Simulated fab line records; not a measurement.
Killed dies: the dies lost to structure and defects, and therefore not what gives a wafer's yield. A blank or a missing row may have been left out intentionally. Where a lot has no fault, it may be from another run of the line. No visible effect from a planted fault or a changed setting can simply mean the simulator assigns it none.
Which tool is to blame? + flow n5_finfet + 23 lots, 69 wafers sampled, at 6 steps of a route of 1938

== WHAT THE GAUGES SHOWED, per wafer ==
N5_BEOL_M13_OVL_MEAS_29.
| lot  | measured     | on         | M13_OVL (nm) |
|------|--------------|------------|--------------|
| L074 | day 12 10:38 | overlay-02 | 5 9 2        |
| L076 | day 12 11:16 | overlay-01 | 12 9 14      |
| L075 | day 12 11:59 | overlay-01 | 10 6 8       |
| L078 | day 12 18:28 | overlay-01 | 3 10 3       |
| L077 | day 12 18:18 | overlay-02 | 2 8 2        |
| L079 | day 13 16:27 | overlay-01 | 0 4 1        |
| L081 | day 13 17:19 | overlay-01 | 10 11 8      |
| L080 | day 13 22:24 | overlay-02 | 1 -3 -3      |
| L082 | day 14 02:30 | overlay-02 | 0 0 -4       |
| L083 | day 14 04:31 | overlay-02 | 3 10 3       |
| L084 | day 14 10:19 | overlay-02 | -2 -1 1      |
| L085 | day 14 22:30 | overlay-01 | 0 3 10       |
| L089 | day 15 18:12 | overlay-02 | 7 5 3        |
| L088 | day 15 23:41 | overlay-02 | -2 -3 3      |
| L091 | day 16 03:05 | overlay-01 | -2 7 -7      |
| L087 | day 16 03:20 | overlay-02 | -1 -1 3      |
| L090 | day 16 20:37 | overlay-01 | 14 1 6       |
| L092 | day 16 23:49 | overlay-02 | 5 4 2        |
| L095 | day 17 15:24 | overlay-01 | 14 2 11      |
| L094 | day 17 17:58 | overlay-02 | 8 7 1        |
| L093 | day 17 18:43 | overlay-02 | 2 6 5        |
| L096 | day 18 10:19 | overlay-02 | 2 0 5        |
| L097 | day 18 19:30 | overlay-02 | 3 9 3        |

N5_BEOL_M14_OVL_MEAS_11.
| lot  | measured     | on         | V13_OVL (nm) |
|------|--------------|------------|--------------|
| L074 | day 12 15:58 | overlay-02 | 1 -3 -1      |
| L076 | day 12 16:08 | overlay-01 | -1 1 -1      |
| L075 | day 12 15:35 | overlay-01 | 6 5 7        |
| L078 | day 13 00:44 | overlay-01 | -8 -4 1      |
| L077 | day 13 00:28 | overlay-02 | -2 3 -12     |
| L079 | day 13 20:11 | overlay-01 | 4 7 6        |
| L081 | day 13 21:58 | overlay-01 | 2 -1 4       |
| L080 | day 14 02:14 | overlay-02 | -7 2 1       |
| L082 | day 14 05:58 | overlay-02 | 3 4 4        |
| L083 | day 14 09:02 | overlay-02 | -4 12 7      |
| L084 | day 14 13:30 | overlay-02 | 7 10 6       |
| L085 | day 15 07:40 | overlay-01 | 3 8 7        |
| L089 | day 15 21:28 | overlay-01 | 6 4 3        |
| L088 | day 16 08:02 | overlay-01 | 14 11 4      |
| L091 | day 16 08:14 | overlay-02 | 5 2 -5       |
| L087 | day 16 11:05 | overlay-01 | 13 5 3       |
| L090 | day 17 01:41 | overlay-01 | 2 5 3        |
| L092 | day 17 06:03 | overlay-01 | 5 -1 1       |
| L095 | day 17 21:25 | overlay-01 | 0 -1 -4      |
| L094 | day 17 23:55 | overlay-02 | 4 1 -1       |
| L093 | day 17 23:29 | overlay-01 | 2 11 5       |
| L096 | day 18 14:53 | overlay-01 | 2 7 17       |
| L097 | day 19 04:14 | overlay-01 | 0 -5 -1      |

== WHAT TOOL EACH LOT RAN ON (gives the tool, then ch and the chambers of the sampled wafers, and finally the start) ==
| lot  | N5_BEOL_M13_VIA_ETCH_16            | N5_BEOL_M13_ETCH_67                | N5_BEOL_M13_ETCH_68                | N5_BEOL_M13_SPUTTER_44       |
|------|------------------------------------|------------------------------------|------------------------------------|------------------------------|
| L074 | rie_diel-06 ch 1,2, day 12 09:50   | rie_diel-06 ch 0,2, day 12 10:44   | rie_diel-06 ch 0,2, day 12 10:53   | pvd_sputter-02, day 12 14:07 |
| L076 | rie_diel-02 ch 0,1, day 12 10:20   | rie_diel-06 ch 0,2, day 12 11:22   | rie_diel-06 ch 0,2, day 12 11:30   | pvd_sputter-03, day 12 14:13 |
| L075 | rie_diel-02 ch 2,3, day 12 11:11   | rie_diel-01 ch 0,3, day 12 12:04   | rie_diel-01 ch 0,3, day 12 12:13   | pvd_sputter-02, day 12 13:43 |
| L078 | rie_diel-02 ch 1,2, day 12 17:31   | rie_diel-06 ch 1,2, day 12 18:34   | rie_diel-06 ch 1,2, day 12 18:43   | pvd_sputter-02, day 12 22:54 |
| L077 | rie_diel-01 ch 0,1,2, day 12 17:36 | rie_diel-02 ch 0,2,3, day 12 18:23 | rie_diel-02 ch 0,2,3, day 12 18:32 | pvd_sputter-01, day 12 22:40 |
| L079 | rie_diel-06 ch 1,2, day 13 15:32   | rie_diel-01 ch 0,1, day 13 16:33   | rie_diel-01 ch 0,1, day 13 16:41   | pvd_sputter-03, day 13 18:31 |
| L081 | rie_diel-06 ch 0,1,3, day 13 16:31 | rie_diel-01 ch 0,3, day 13 17:34   | rie_diel-01 ch 0,3, day 13 17:42   | pvd_sputter-02, day 13 20:04 |
| L080 | rie_diel-01 ch 0,2,3, day 13 21:28 | rie_diel-01 ch 0,3, day 13 22:29   | rie_diel-01 ch 0,3, day 13 22:38   | pvd_sputter-03, day 14 00:34 |
| L082 | rie_diel-01 ch 0,2, day 14 01:42   | rie_diel-02 ch 0,3, day 14 02:36   | rie_diel-02 ch 0,3, day 14 02:44   | pvd_sputter-02, day 14 03:53 |
| L083 | rie_diel-02 ch 2,3, day 14 03:43   | rie_diel-02 ch 0,2,3, day 14 04:37 | rie_diel-02 ch 0,2,3, day 14 04:46 | pvd_sputter-02, day 14 07:06 |
| L084 | rie_diel-01 ch 0,3, day 14 09:23   | rie_diel-06 ch 0,2,3, day 14 10:25 | rie_diel-06 ch 0,2,3, day 14 10:33 | pvd_sputter-01, day 14 11:42 |
| L085 | rie_diel-06 ch 1,2, day 14 21:42   | rie_diel-01 ch 0,1, day 14 22:51   | rie_diel-01 ch 0,1, day 14 23:00   | pvd_sputter-03, day 15 05:45 |
| L089 | rie_diel-01 ch 2,3, day 15 17:17   | rie_diel-02 ch 1,3, day 15 18:17   | rie_diel-02 ch 1,3, day 15 18:26   | pvd_sputter-02, day 15 19:41 |
| L088 | rie_diel-02 ch 0,2,3, day 15 22:44 | rie_diel-06 ch 1,2,3, day 15 23:47 | rie_diel-06 ch 1,2,3, day 15 23:55 | pvd_sputter-02, day 16 06:02 |
| L091 | rie_diel-02 ch 0,1,3, day 16 02:15 | rie_diel-02 ch 0,1,3, day 16 03:10 | rie_diel-02 ch 0,1,3, day 16 03:19 | pvd_sputter-01, day 16 06:26 |
| L087 | rie_diel-06 ch 1,2,3, day 16 02:25 | rie_diel-01 ch 0,2, day 16 03:26   | rie_diel-01 ch 0,2, day 16 03:35   | pvd_sputter-01, day 16 09:25 |
| L090 | rie_diel-01 ch 0,1,3, day 16 19:40 | rie_diel-06 ch 0,1,3, day 16 20:43 | rie_diel-06 ch 0,1,3, day 16 20:52 | pvd_sputter-03, day 16 23:37 |
| L092 | rie_diel-06 ch 2,3, day 16 22:58   | rie_diel-01 ch 1,2,3, day 16 23:54 | rie_diel-01 ch 1,2,3, day 17 00:03 | pvd_sputter-01, day 17 03:15 |
| L095 | rie_diel-06 ch 1,2,3, day 17 14:28 | rie_diel-06 ch 0,1,2, day 17 15:29 | rie_diel-06 ch 0,1,2, day 17 15:38 | pvd_sputter-03, day 17 18:29 |
| L094 | rie_diel-01 ch 0,1,3, day 17 17:02 | rie_diel-02 ch 0,3, day 17 18:04   | rie_diel-02 ch 0,3, day 17 18:13   | pvd_sputter-03, day 17 21:13 |
| L093 | rie_diel-06 ch 0,1,3, day 17 17:47 | rie_diel-02 ch 0,2,3, day 17 18:49 | rie_diel-02 ch 0,2,3, day 17 18:58 | pvd_sputter-02, day 17 21:11 |
| L096 | rie_diel-01 ch 1,2,3, day 18 09:22 | rie_diel-02 ch 0,1,3, day 18 10:24 | rie_diel-02 ch 0,1,3, day 18 10:33 | pvd_sputter-01, day 18 13:13 |
| L097 | rie_diel-01 ch 1,2,3, day 18 18:42 | rie_diel-01 ch 1,2,3, day 18 19:35 | rie_diel-01 ch 1,2,3, day 18 19:44 | pvd_sputter-01, day 19 02:34 |
- N5_BEOL_M13_VIA_ETCH_16: etches SiOC in C4F8/O2/Ar, target depth 921.7 nm.
- N5_BEOL_M13_ETCH_67: etches SiARC in CF4, target depth 143 nm, time 238.3 s.
- N5_BEOL_M13_ETCH_68: etches SOC in N2/H2, time 355 s.
- N5_BEOL_M13_SPUTTER_44: material Ta, target thk 10 nm, time 16.13 s.

== WHAT THE TOOLS THEMSELVES READ (means of the sampled wafers that have a number; where no wafer has one, the mark that the record gives instead) ==
N5_BEOL_M13_VIA_ETCH_16.
| lot  | tool        | bias_w (W) | drypump_motor_current_A (A) | oes_product_au (a.u.) | rf_fwd_power_W (W) | rf_vpp_V (V) | showerhead_plenum_p_Torr (Torr) | throttle_valve_pct (%) |
|------|-------------|------------|-----------------------------|-----------------------|--------------------|--------------|---------------------------------|------------------------|
| L074 | rie_diel-06 | 703.3      | 5.7                         | 0.66                  | 2982               | 665          | 3.40                            | 24.18                  |
| L076 | rie_diel-02 | 699.3      | 6.3                         | 0.76                  | 2996               | 670          | 3.59                            | 23.96                  |
| L075 | rie_diel-02 | 700.4      | 6.4                         | 0.65                  | 2993               | 660          | 3.23                            | 24.53                  |
| L078 | rie_diel-02 | 702.3      | 6.3                         | 0.67                  | 2995               | 662          | 3.30                            | 24.29                  |
| L077 | rie_diel-01 | 700.4      | 5.6                         | 0.64                  | 3002               | 665          | 3.38                            | 24.49                  |
| L079 | rie_diel-06 | 699.7      | 5.7                         | 0.65                  | 2998               | 666          | 3.39                            | 24.19                  |
| L081 | rie_diel-06 | 699.7      | 6.2                         | 0.80                  | 3003               | 664          | 3.36                            | 23.95                  |
| L080 | rie_diel-01 | 699.8      | 5.9                         | 0.74                  | 2996               | 665          | 3.38                            | 24.22                  |
| L082 | rie_diel-01 | 699.0      | 5.7                         | 0.64                  | 2989               | 664          | 3.38                            | 24.46                  |
| L083 | rie_diel-02 | 699.7      | 6.4                         | 0.64                  | 2997               | 660          | 3.23                            | 24.54                  |
| L084 | rie_diel-01 | 699.2      | 6.2                         | 0.80                  | 2981               | 664          | 3.36                            | 24.13                  |
| L085 | rie_diel-06 | 699.9      | 5.7                         | 0.64                  | 2984               | 665          | 3.39                            | 24.21                  |
| L089 | rie_diel-01 | 701.9      | 5.7                         | 0.73                  | 2993               | 664          | 3.40                            | 24.13                  |
| L088 | rie_diel-02 | 700.0      | 6.6                         | 0.68                  | 2995               | 663          | 3.34                            | 24.28                  |
| L091 | rie_diel-02 | 701.0      | 6.2                         | 0.67                  | 2994               | 667          | 3.46                            | 24.25                  |
| L087 | rie_diel-06 | 699.0      | 6.1                         | 0.71                  | 2995               | 665          | 3.41                            | 24.11                  |
| L090 | rie_diel-01 | 698.5      | 5.9                         | 0.85                  | 2999               | 663          | 3.35                            | 24.17                  |
| L092 | rie_diel-06 | 702.4      | 6.0                         | 0.68                  | 3001               | 669          | 3.53                            | 24.18                  |
| L095 | rie_diel-06 | 700.3      | 6.1                         | 0.70                  | 2992               | 665          | 3.41                            | 24.13                  |
| L094 | rie_diel-01 | 700.4      | 5.9                         | 0.83                  | 2999               | 665          | 3.35                            | 24.18                  |
| L093 | rie_diel-06 | 701.8      | 6.2                         | 0.75                  | 3006               | 663          | 3.35                            | 23.99                  |
| L096 | rie_diel-01 | 700.0      | 5.8                         | 0.76                  | 2999               | 663          | 3.37                            | 24.21                  |
| L097 | rie_diel-01 | 700.3      | 5.7                         | 0.75                  | 2995               | 664          | 3.37                            | 24.22                  |

N5_BEOL_M13_ETCH_67.
| lot  | tool        | bias_w (W) | drypump_motor_current_A (A) | etch_rf_on_time_s (s) | oes_product_au (a.u.) | rf_fwd_power_W (W) | rf_vpp_V (V) | showerhead_plenum_p_Torr (Torr) | throttle_valve_pct (%) |
|------|-------------|------------|-----------------------------|-----------------------|-----------------------|--------------------|--------------|---------------------------------|------------------------|
| L074 | rie_diel-06 | 35.97      | 5.7                         | 246                   | 0.66                  | 544.7              | 184.9        | 2.18                            | 15.6                   |
| L076 | rie_diel-06 | 35.91      | 5.9                         | 240                   | 0.73                  | 543.5              | 183.9        | 2.14                            | 15.4                   |
| L075 | rie_diel-01 | 36.06      | 6.2                         | 245                   | 0.58                  | 543.0              | 183.6        | 2.11                            | 15.9                   |
| L078 | rie_diel-06 | 36.08      | 5.9                         | 246                   | 0.63                  | 544.0              | 183.6        | 2.05                            | 15.6                   |
| L077 | rie_diel-02 | 36.00      | 6.6                         | 239                   | 0.67                  | 543.1              | 183.7        | 2.09                            | 15.6                   |
| L079 | rie_diel-01 | 36.09      | 5.6                         | 240                   | 0.58                  | 543.8              | 183.7        | 2.11                            | 16.2                   |
| L081 | rie_diel-01 | 35.96      | 6.2                         | 237                   | 0.77                  | 543.5              | 183.7        | 2.11                            | 15.5                   |
| L080 | rie_diel-01 | 36.11      | 6.0                         | 237                   | 0.68                  | 541.8              | 183.6        | 2.12                            | 15.8                   |
| L082 | rie_diel-02 | 35.95      | 6.4                         | 243                   | 0.64                  | 542.4              | 184.1        | 2.11                            | 15.8                   |
| L083 | rie_diel-02 | 35.99      | 6.5                         | 241                   | 0.66                  | 543.8              | 183.6        | 2.09                            | 15.6                   |
| L084 | rie_diel-06 | 35.99      | 6.1                         | 241                   | 0.72                  | 543.5              | 184.6        | 2.19                            | 15.5                   |
| L085 | rie_diel-01 | 36.08      | 5.8                         | 242                   | 0.66                  | 542.4              | 184.1        | 2.12                            | 16.0                   |
| L089 | rie_diel-02 | 36.01      | 6.0                         | 244                   | 0.59                  | 542.1              | 183.7        | 2.10                            | 15.9                   |
| L088 | rie_diel-06 | 35.98      | 6.1                         | 245                   | 0.67                  | 544.9              | 183.6        | 2.14                            | 15.6                   |
| L091 | rie_diel-02 | 36.10      | 6.2                         | 242                   | 0.63                  | 543.1              | 184.0        | 2.17                            | 15.6                   |
| L087 | rie_diel-01 | 36.09      | 5.7                         | 239                   | 0.75                  | 544.0              | 183.7        | 2.12                            | 15.6                   |
| L090 | rie_diel-06 | 36.19      | 6.2                         | 240                   | 0.72                  | 541.9              | 183.6        | 2.10                            | 15.4                   |
| L092 | rie_diel-01 | 35.92      | 5.8                         | 236                   | 0.74                  | 542.8              | 183.5        | 2.11                            | 15.6                   |
| L095 | rie_diel-06 | 36.06      | 5.9                         | 245                   | 0.64                  | 544.1              | 183.1        | 2.08                            | 15.6                   |
| L094 | rie_diel-02 | 36.00      | 6.4                         | 243                   | 0.62                  | 541.8              | 182.8        | 2.10                            | 15.8                   |
| L093 | rie_diel-02 | 36.00      | 6.6                         | 243                   | 0.63                  | 542.6              | 183.3        | 2.08                            | 15.7                   |
| L096 | rie_diel-02 | 35.94      | 6.2                         | 241                   | 0.62                  | 543.5              | 185.3        | 2.16                            | 15.7                   |
| L097 | rie_diel-01 | 35.95      | 5.7                         | 236                   | 0.71                  | 542.2              | 184.9        | 2.11                            | 15.6                   |

N5_BEOL_M13_ETCH_68.
| lot  | tool        | bias_w (W) | drypump_motor_current_A (A) | oes_product_au (a.u.) | rf_fwd_power_W (W) | rf_vpp_V (V) | showerhead_plenum_p_Torr (Torr) | throttle_valve_pct (%) |
|------|-------------|------------|-----------------------------|-----------------------|--------------------|--------------|---------------------------------|------------------------|
| L074 | rie_diel-06 | 349.6      | 5.7                         | 0.79                  | 2989               | 527          | 2.58                            | 17.7                   |
| L076 | rie_diel-06 | 350.6      | 5.9                         | 0.87                  | 2990               | 523          | 2.54                            | 17.5                   |
| L075 | rie_diel-01 | 350.8      | 6.2                         | 0.68                  | 2985               | 523          | 2.50                            | 18.1                   |
| L078 | rie_diel-06 | 349.5      | 5.9                         | 0.74                  | 3009               | 520          | 2.44                            | 17.7                   |
| L077 | rie_diel-02 | 350.6      | 6.6                         | 0.79                  | 2990               | 523          | 2.48                            | 17.8                   |
| L079 | rie_diel-01 | 350.0      | 5.7                         | 0.68                  | 2980               | 522          | 2.50                            | 18.3                   |
| L081 | rie_diel-01 | 349.5      | 6.2                         | 0.91                  | 3003               | 523          | 2.50                            | 17.7                   |
| L080 | rie_diel-01 | 348.8      | 6.0                         | 0.80                  | 2987               | 523          | 2.50                            | 18.0                   |
| L082 | rie_diel-02 | 351.6      | 6.4                         | 0.74                  | 2991               | 524          | 2.50                            | 18.0                   |
| L083 | rie_diel-02 | 350.6      | 6.6                         | 0.77                  | 3001               | 523          | 2.48                            | 17.8                   |
| L084 | rie_diel-06 | 350.2      | 6.1                         | 0.85                  | 2999               | 526          | 2.61                            | 17.6                   |
| L085 | rie_diel-01 | 350.0      | 5.8                         | 0.78                  | 2993               | 523          | 2.50                            | 18.1                   |
| L089 | rie_diel-02 | 350.0      | 6.0                         | 0.69                  | 2998               | 522          | 2.48                            | 18.2                   |
| L088 | rie_diel-06 | 350.0      | 6.1                         | 0.79                  | 2998               | 524          | 2.55                            | 17.8                   |
| L091 | rie_diel-02 | 351.0      | 6.1                         | 0.75                  | 3000               | 524          | 2.57                            | 17.8                   |
| L087 | rie_diel-01 | 349.6      | 5.7                         | 0.88                  | 2993               | 523          | 2.51                            | 17.8                   |
| L090 | rie_diel-06 | 349.8      | 6.2                         | 0.84                  | 2994               | 522          | 2.51                            | 17.6                   |
| L092 | rie_diel-01 | 348.8      | 5.8                         | 0.86                  | 2998               | 523          | 2.51                            | 17.8                   |
| L095 | rie_diel-06 | 351.2      | 5.9                         | 0.75                  | 3003               | 522          | 2.47                            | 17.7                   |
| L094 | rie_diel-02 | 350.1      | 6.4                         | 0.73                  | 2987               | 522          | 2.49                            | 18.1                   |
| L093 | rie_diel-02 | 349.9      | 6.5                         | 0.74                  | 3002               | 522          | 2.47                            | 17.9                   |
| L096 | rie_diel-02 | 349.8      | 6.2                         | 0.73                  | 2993               | 525          | 2.56                            | 17.9                   |
| L097 | rie_diel-01 | 349.9      | 5.7                         | 0.84                  | 2990               | 523          | 2.50                            | 17.8                   |

N5_BEOL_M13_SPUTTER_44.
| lot  | tool           | throttle_valve_pct (%) |
|------|----------------|------------------------|
| L074 | pvd_sputter-02 | 30.4                   |
| L076 | pvd_sputter-03 | 29.9                   |
| L075 | pvd_sputter-02 | 29.6                   |
| L078 | pvd_sputter-02 | 29.2                   |
| L077 | pvd_sputter-01 | 30.8                   |
| L079 | pvd_sputter-03 | 30.0                   |
| L081 | pvd_sputter-02 | 29.7                   |
| L080 | pvd_sputter-03 | 29.9                   |
| L082 | pvd_sputter-02 | 29.5                   |
| L083 | pvd_sputter-02 | 30.0                   |
| L084 | pvd_sputter-01 | 30.2                   |
| L085 | pvd_sputter-03 | 29.1                   |
| L089 | pvd_sputter-02 | 29.7                   |
| L088 | pvd_sputter-02 | 29.7                   |
| L091 | pvd_sputter-01 | 30.4                   |
| L087 | pvd_sputter-01 | 31.1                   |
| L090 | pvd_sputter-03 | 29.5                   |
| L092 | pvd_sputter-01 | 31.6                   |
| L095 | pvd_sputter-03 | 29.5                   |
| L094 | pvd_sputter-03 | 29.3                   |
| L093 | pvd_sputter-02 | 29.3                   |
| L096 | pvd_sputter-01 | 30.4                   |
| L097 | pvd_sputter-01 | 30.7                   |

== THE ANSWER, worked out from the rows above alone ==
Rule: what is usual is taken from the lots themselves. Put in order of their means at a reading, lots are off if they are a third of the lots or fewer, leave a main group of 4 or more, and stand apart from it by a gap of 3 or more times the standard deviation of the main group's means; of several such gaps the widest counts. If all means in a main group match to the digits the tables above print for the reading, that group is not used. A lot without any number at a reading at which 4 lots or more have one is off too. Any other lot the step has rows for is counted as sound. First the gauges in route order, then the tools' own readings, where a lot's mean is used as printed above. At the first step where some lot is off, the reading lying furthest off is the one used; lots without a number count as furthest.
No lot is off on any of the readings shown, so nothing can be concluded from this.

== WHAT HAD BEEN PUT IN BY THE SIMULATOR ==
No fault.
